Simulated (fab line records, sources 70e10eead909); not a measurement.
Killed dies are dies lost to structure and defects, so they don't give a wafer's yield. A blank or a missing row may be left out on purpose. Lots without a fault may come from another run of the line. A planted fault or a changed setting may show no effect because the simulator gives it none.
fab line records | flow nand_harc
record lots=14 wafers=42 last_day=33
route steps=1302 shown P_M2@337 HYBRID_BOND@1242 THIN_TSV@1245 END@1302
lots that met no fault: from a run of the same line without faults
start_h: hours from the record's first day to the start of the lot's first wafer shown | wait_h: hours since the lot's step before | " the same as in the row above | L1.1+2: a row that stands for several wafers | - no value, or no start given | * or withheld: withheld | < > ~ a bound
route shown NAME@n: a module of which the file shows steps, and the number in the route of the first | usual: mean/standard deviation of fault-free wafers | same: alike in all rows | chamber/n: place in a boat | sites: the reading at each site | _std_site: their standard deviation | _edge_site: outer sites' mean less inner sites' | radius_mm: how far each site lies from the wafer's centre | mask NAME#n: copy n | behind: the tool/chamber that last shaped the wafer | hold: why the lot was held/for how many hours/how that ended | device: the transistor (n, p or np) that didn't switch | end of line: the same wafers' tests at the end of the route | a step without rows: its recipe alone | killed: dies lost to structure and defects at the first sort, not the wafer's yield | map: a wafer's dies, x killed, . not, _ none there
set.NAME: the setting as run; set.NAME@STEP: as run at that earlier step | model.NAME: the simulator's own value behind a step, which no gauge read
steps of the route over a sample of lots; a table a step, a row a wafer
services: from which hour (start_h, from the record's first day; less than 0 if before it) a tool's chamber was out of use, for how many hours, and why
## steps
# step NHARC_P_M2_STRIP_19
# recipe time_s=600 temp_c=30 chemistry=post_etch_residue_remover
# same time_s=600
# columns lot.wafer tool chamber start_h wait_h
L530.1+2+4 wet_bench-10 6,0,3 125.87 -
L531.5+6+2 wet_bench-08 3,5,7 141.67 -
L532.5+1+2 wet_bench-10 1,2,3 145.09 -
L534.1+5+3 wet_bench-08 1,2,3 169.56 -
L535.2+5+6 wet_bench-10 1,3,5 179.83 -
L542.3+5+6 wet_bench-10 1,2,3 252.39 -
L544.5+4+6 wet_bench-08 3,4,0 272.93 -
L543.1+2+6 wet_bench-10 6,7,0 274.10 -
L548.2+1+3 wet_bench-08 6,0,2 314.26 -
L549.2+1+3 wet_bench-08 4,6,1 315.19 -
L550.2+1+4 wet_bench-10 1,2,5 325.67 -
L551.3+6+2 wet_bench-10 5,7,1 338.94 -
L552.6+2+1 wet_bench-10 2,3,5 353.46 -
L553.2+3+6 wet_bench-10 0,2,4 361.37 -
# step NHARC_HYBRID_BOND_OVL_MEAS_05
# usual overlay_x_nm=-2/33 overlay_y_nm=3/35
# columns lot.wafer tool chamber start_h wait_h overlay_x_nm overlay_y_nm
L530.1 overlay-01 - 528.71 0.4 -10 20
L530.2 " - " " -17 38
L530.4 " - " " -54 14
L531.2 overlay-02 - 549.46 0.4 -45 24
L531.5 " - " " -20 18
L531.6 " - " " 39 113
L532.1 overlay-01 - 555.92 0.4 -51 -42
L532.2 " - " " -42 20
L532.5 " - " " -25 -53
L534.1 overlay-02 - 574.79 0.4 51 26
L534.3 " - " " 52 27
L534.5 " - " " -26 12
L535.2 overlay-01 - 591.27 0.4 -12 5
L535.5 " - " " 21 -43
L535.6 " - " " -37 -25
L542.3 overlay-01 - 671.99 0.4 -15 59
L542.5 " - " " 9 -48
L542.6 " - " " -19 45
L543.1 overlay-01 - 687.24 0.4 12 15
L543.2 " - " " -60 15
L543.6 " - " " -8 -3
L544.4 overlay-02 - 696.44 0.4 7 6
L544.5 " - " " -16 27
L544.6 " - " " 47 -57
L549.1 overlay-02 - 727.27 0.4 -36 -8
L549.2 " - " " -9 -18
L549.3 " - " " 7 0
L550.1 overlay-02 - 734.10 0.4 -77 -4
L550.2 " - " " -40 -26
L550.4 " - " " 31 10
L548.1 overlay-01 - 734.10 0.4 -15 59
L548.2 " - " " 7 -3
L548.3 " - " " 61 32
L551.2 overlay-02 - 743.76 0.4 39 51
L551.3 " - " " 23 33
L551.6 " - " " 10 -7
L553.2 overlay-02 - 761.10 0.4 24 40
L553.3 " - " " 9 -18
L553.6 " - " " -4 -8
L552.1 overlay-02 - 761.11 0.4 36 -42
L552.2 " - " " -34 -6
L552.6 " - " " 34 -20
# step NHARC_THIN_TSV_CMP_01
# recipe target_thk_um=3
# usual motor_current_A=11.7/1
# columns lot.wafer tool chamber start_h wait_h motor_current_A
L530.2 cmp-04 1 532.16 1.1 11.3
L530.1 " 2 " " 11.4
L530.4 " 3 " " 14.3
L531.2 cmp-03 3 551.33 1.1 13.1
L531.6 " 2 " " 10.7
L531.5 " 3 " " 12.8
L532.2 cmp-03 3 558.56 0.8 12.2
L532.1 " 1 " " 11.0
L532.5 " 0 " " 12.4
L534.1 cmp-04 2 576.22 1.0 10.8
L534.3 " 1 " " 12.0
L534.5 " 3 " " 14.9
L535.2 cmp-04 1 592.72 0.9 12.0
L535.5 " 3 " " 14.9
L535.6 " 0 " " 12.8
L542.3 cmp-03 2 673.50 0.7 11.0
L542.5 " 3 " " 13.1
L542.6 " 0 " " 11.5
L543.1 cmp-04 0 691.07 1.0 12.3
L543.2 " 2 " " 10.8
L543.6 " 1 " " 11.9
L544.4 cmp-03 2 697.90 0.5 10.6
L544.6 " 0 " " 12.4
L544.5 " 1 " " 10.9
L549.2 cmp-03 1 728.68 0.8 10.7
L549.1 " 2 " " 10.8
L549.3 " 0 " " 12.6
L550.2 cmp-01 2 735.55 0.9 11.7
L550.4 " 3 " " 10.5
L550.1 " 0 " " 10.8
L548.3 cmp-03 0 736.76 0.7 12.0
L548.1 " 1 " " 11.1
L548.2 " 2 " " 10.5
L551.2 cmp-01 1 745.97 0.9 11.0
L551.3 " 2 " " 11.5
L551.6 " 0 " " 10.8
L553.2 cmp-03 1 764.05 0.8 11.0
L553.3 " 3 " " 13.1
L553.6 " 2 " " 10.3
L552.2 cmp-01 3 765.34 0.9 10.0
L552.1 " 0 " " 10.8
L552.6 " 1 " " 10.5
# step NHARC_THIN_TSV_PRE_CLEAN_50
# recipe time_s=30 temp_c=280 gas=H2/He
# usual heater_power_w=400/31
# same time_s=30
# columns lot.wafer tool chamber start_h wait_h heater_power_w
L530.1 pvd_sputter-03 - - - 433
L530.4 " - " " 362
L530.2 " - " " 416
L531.2 pvd_sputter-03 - - - 425
L531.5 " - " " 434
L531.6 " - " " 447
L532.1 pvd_sputter-02 - - - 392
L532.2 " - " " 409
L532.5 " - " " 376
L534.1 pvd_sputter-02 - - - 385
L534.3 " - " " 375
L534.5 " - " " 381
L535.2 pvd_sputter-02 - - - 380
L535.5 " - " " 387
L535.6 " - " " 425
L542.3 pvd_sputter-02 - - - 423
L542.5 " - " " 383
L542.6 " - " " 347
L543.2 pvd_sputter-02 - - - 369
L543.1 " - " " 416
L543.6 " - " " 372
L544.4 pvd_sputter-01 - - - 426
L544.6 " - " " 464
L544.5 " - " " 423
L549.1 pvd_sputter-01 - - - 396
L549.2 " - " " 456
L549.3 " - " " 423
L550.1 pvd_sputter-03 - - - 405
L550.2 " - " " 428
L550.4 " - " " 419
L548.2 pvd_sputter-03 - - - 423
L548.1 " - " " 416
L548.3 " - " " 368
L551.2 pvd_sputter-03 - - - 408
L551.3 " - " " 421
L551.6 " - " " 368
L553.2 pvd_sputter-02 - - - 413
L553.3 " - " " 385
L553.6 " - " " 414
L552.2 pvd_sputter-02 - - - 407
L552.1 " - " " 344
L552.6 " - " " 411
# step NHARC_END_SORT_01
# recipe temp_c=25
# usual defect_limited_yield=91.1/2.9 killed_at_array=55/20 killed_at_other=1.1/1.2 killed_at_periphery=3.8/2.8 killed_dies=60/19 killed_open=3.4/1.9 killed_short=2.2/1.5
# same gross_dies=677
# columns lot.wafer tool chamber start_h wait_h defect_limited_yield[%] killed_at_array killed_at_other killed_at_periphery killed_dies killed_open killed_short
L542.3 prober-01 0 693.82 3.1 87.4 24 1 60 85 2 3
L542.5 prober-01 0 695.41 3.7 85.1 18 0 83 101 3 3
L542.6 prober-01 0 696.20 4.0 85.4 17 0 82 99 2 1
L543.1 prober-01 0 713.01 2.5 82.7 43 0 74 117 2 2
L543.2 prober-01 0 713.82 2.8 81.7 39 1 84 124 4 3
L543.6 prober-01 0 717.07 4.1 81.1 53 0 75 128 3 2
# killed by level:class
L542.3 P_M2:unspecified=59 A_CHANNEL_HOLE_D1:chamber_film_flake=6 A_CONTACT:chamber_film_flake=6 A_SLIT:chamber_film_flake=3 A_STAIRCASE:chamber_film_flake=2 P_M1:geometric_particle:short=1 A_ONON_D2:geometric_particle:short=1 A_CHANNEL_FILL_D2:geometric_particle:open=1
L542.5 P_M2:unspecified=82 A_CHANNEL_HOLE_D1:chamber_film_flake=5 A_CONTACT:chamber_film_flake=4 A_STAIRCASE:chamber_film_flake=2 P_M2:geometric_particle:open=1 A_ONON_D1:geometric_particle:short=1 A_ONON_D1:geometric_particle:open=1 A_CHANNEL_HOLE_D1:geometric_particle:short=1
L542.6 P_M2:unspecified=77 A_CHANNEL_HOLE_D1:chamber_film_flake=5 A_STAIRCASE:chamber_film_flake=5 P_CONTACT:chamber_film_flake=2 A_CHANNEL_FILL_D2:chamber_film_flake=2 P_GATE:geometric_particle:open=1 A_ONON_D1:geometric_particle:short=1 A_CHANNEL_FILL_D2:geometric_particle:open=1
L543.1 P_M2:unspecified=71 A_CHANNEL_HOLE_D2:chamber_film_flake=19 A_CHANNEL_HOLE_D1:chamber_film_flake=13 A_STAIRCASE:chamber_film_flake=3 A_CONTACT:chamber_film_flake=2 A_ONON_D2:geometric_particle:short=1 A_WL_FILL:geometric_particle:short=1 A_BLC:geometric_particle:open=1
L543.2 P_M2:unspecified=81 A_CHANNEL_HOLE_D2:chamber_film_flake=20 A_CHANNEL_HOLE_D1:chamber_film_flake=6 A_CONTACT:chamber_film_flake=4 P_M0:geometric_particle:open=2 A_CHANNEL_FILL_D1:geometric_particle:short=2 A_CHANNEL_FILL_D2:chamber_film_flake=2 A_SLIT:chamber_film_flake=2
L543.6 P_M2:unspecified=74 A_CHANNEL_HOLE_D2:chamber_film_flake=24 A_CHANNEL_HOLE_D1:chamber_film_flake=11 A_CONTACT:chamber_film_flake=6 A_SLIT:chamber_film_flake=5 A_ONON_D1:geometric_particle:open=1 A_CHANNEL_HOLE_D1:geometric_particle:short=1 A_CHANNEL_FILL_D1:geometric_particle:open=1
## services
# columns tool chamber start_h hours kind
pvd_sputter-02 - 104.96 10.0 pm
pvd_sputter-02 - 130.67 2.3 repair
wet_bench-10 - 135.20 8.0 pm
cmp-03 - 162.29 4.0 pm
cmp-03 - 179.15 0.5 repair
cmp-03 - 199.28 0.4 repair
cmp-03 - 260.29 4.0 pm
pvd_sputter-02 - 269.72 1.4 repair
pvd_sputter-02 - 282.96 10.0 pm
cmp-03 - 304.92 0.5 repair
wet_bench-10 - 311.20 8.0 pm
cmp-03 - 353.47 1.7 repair
cmp-03 - 358.29 4.0 pm
cmp-03 - 428.59 0.6 repair
pvd_sputter-02 - 439.15 4.0 repair
cmp-03 - 446.64 5.8 repair
cmp-03 - 456.29 4.0 pm
pvd_sputter-02 - 460.96 10.0 pm
pvd_sputter-02 - 471.42 1.5 repair
wet_bench-10 - 480.39 4.8 repair
wet_bench-10 - 487.20 8.0 pm
cmp-03 - 496.10 4.4 repair
cmp-03 - 502.14 0.7 repair
wet_bench-10 - 663.20 8.0 pm
## key
first_sign step=NHARC_END_SORT_01 reading=killed_at_periphery direction=up sigmas=26 usual=3.8 struck=76.3
effect step=NHARC_END_SORT_01 reading=killed_dies direction=up sigmas=2.5 usual=60 struck=109
more_kills_born_at NHARC_P_M2_STRIP_19@wet_bench-10=444
met_at NHARC_P_M2_STRIP_19
struck_lots L542,L543
not_acting_at NHARC_HYBRID_BOND_OVL_MEAS_05,NHARC_THIN_TSV_CMP_01,NHARC_THIN_TSV_PRE_CLEAN_50
onset_between 179.83 252.39
fault kind=chamber_particle_source tool=wet_bench-10 chamber=- onset_h=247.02 steps=NHARC_P_M2_STRIP_19 rate_per_visit_cm2=0.65992 end_h=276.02
